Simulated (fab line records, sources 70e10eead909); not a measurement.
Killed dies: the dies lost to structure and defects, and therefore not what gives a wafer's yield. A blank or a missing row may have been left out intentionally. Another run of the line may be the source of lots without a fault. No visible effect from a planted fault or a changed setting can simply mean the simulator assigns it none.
Matching of chambers | flow nand-harc | 4 sister chambers for NHARC_P_STI_DESCUM_14 on rie-diel-07
The step chemistry O2, time 3 s. 14 wafers are shown with their chamber, then 7 later ones without.

## EACH WAFER AND ITS CHAMBER
wafer  | chamber | showerhead-plenum-p-Torr (Torr) | oes-product-au (a.u.) | rf-vpp-V (V)
L152.2 | 1       | 1.95                            | 0.999                 | 58.1
L152.3 | 3       | 1.95                            | 0.992                 | 57.6
L152.4 | 2       | 1.94                            | 0.994                 | 58.8
L156.2 | 1       | 1.95                            | 1.007                 | 58.3
L156.4 | 0       | 1.98                            | 1.016                 | 57.9
L156.5 | 3       | 1.95                            | 0.975                 | 59.5
L157.2 | 2       | 1.94                            | 1.001                 | 58.5
L157.4 | 0       | 1.98                            | 1.023                 | 59.7
L157.5 | 3       | 1.95                            | 0.987                 | 58.5
L169.1 | 1       | 1.94                            | 0.999                 | 57.9
L169.3 | 3       | 1.94                            | 0.997                 | 57.4
L169.5 | 2       | 1.94                            | 0.999                 | 58.3
L172.1 | 2       | 1.93                            | 0.988                 | 57.7
L172.4 | 3       | 1.94                            | 0.981                 | 57.9

SIGNATURES (means of the wafers above)
reading                  | chamber 0 | chamber 1 | chamber 2 | chamber 3 | scatter within a chamber
showerhead-plenum-p-Torr | 1.9800    | 1.9467    | 1.9375    | 1.9460    | 0.00512
oes-product-au           | 1.01950   | 1.00167   | 0.99550   | 0.98640   | 0.00687
rf-vpp-V                 | 58.800    | 58.100    | 58.325    | 58.180    | 0.722
Rule: for a wafer and a chamber, the distance is found by dividing, reading by reading, the gap between the wafer's reading and the chamber's mean by the reading's scatter, squaring, summing and taking the root. If the next closest chamber is less than 2 further off than the closest, the wafer can't be placed; otherwise it belongs to the closest. The scatter: the root of (the sum of the squares of (reading less its chamber's mean) over the shown wafers, divided by (wafers less chambers)).

## WAFERS WHOSE CHAMBER IS MISSING
wafer  | showerhead-plenum-p-Torr (Torr) | oes-product-au (a.u.) | rf-vpp-V (V)
L172.5 | 1.97                            | 1.000                 | 57.9
L173.1 | 1.94                            | 0.969                 | 58.0
L173.3 | 1.94                            | 0.994                 | 57.9
L173.4 | 1.97                            | 1.008                 | 59.0
L175.1 | 1.97                            | 0.998                 | 59.7
L175.5 | 1.94                            | 0.973                 | 58.0
L175.6 | 1.93                            | 0.978                 | 57.8

## WHICH CHAMBER EACH WENT THROUGH
wafer  | from the rows above          | in truth
L172.5 | can't be placed: 0 or 1 or 3 | 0
L173.1 | can't be placed: 3 or 2      | 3
L173.3 | can't be placed: 2 or 3 or 1 | 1
L173.4 | 0                            | 0
L175.1 | can't be placed: 0 or 1 or 3 | 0
L175.5 | can't be placed: 3 or 2      | 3
L175.6 | can't be placed: 2 or 3 or 1 | 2
Correct placement for 1 of the 7. From these rows, 6 cannot be placed; in 6 the true chamber is one of the candidates. Placed wrongly: 0.
